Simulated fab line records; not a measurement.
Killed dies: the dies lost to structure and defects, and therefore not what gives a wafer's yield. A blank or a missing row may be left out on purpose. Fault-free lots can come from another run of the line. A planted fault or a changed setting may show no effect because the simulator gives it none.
Chamber matching	flow n5 finfet	3 sister chambers for N5_BEOL_M0_SAQP_MANDREL2_REMOVE_110 on rie si-01
The step chemistry HBr/Cl2/O2, target a-Si, stops on SiCN, bt time 10 s. 3 wafers are shown with their chamber, then 5 later ones without.

== EACH WAFER AND ITS CHAMBER ==
wafer	chamber	throttle valve pct (%)
L084.3	2	36.2
L085.1	3	36.3
L085.2	1	36.6

== WAFERS WHOSE CHAMBER IS MISSING ==
wafer	throttle valve pct (%)
L085.6	36.3
L087.3	36.6
L087.5	36.3
L089.3	36.4
L089.4	36.6

== WHICH CHAMBER EACH WENT THROUGH ==
wafer	from the rows above	in truth
L085.6	3	3
L087.3	1	1
L087.5	3	3
L089.3	3	3
L089.4	1	1
5 of 5 placed correctly. Left unplaced by these rows: 0. 0 placed wrongly.
How it was worked out, from the rows above alone: a wafer's distance from a chamber is the root of the sum, over the readings, of the square of ((its reading less the chamber's mean) divided by the reading's scatter). If the next closest chamber is less than 2 further off than the closest, the wafer can't be placed; otherwise it belongs to the closest. A chamber's mean is the mean of its shown wafers. The scatter: root of mean squared gap, hidden wafer to nearest shown wafer, with one shown wafer a chamber.
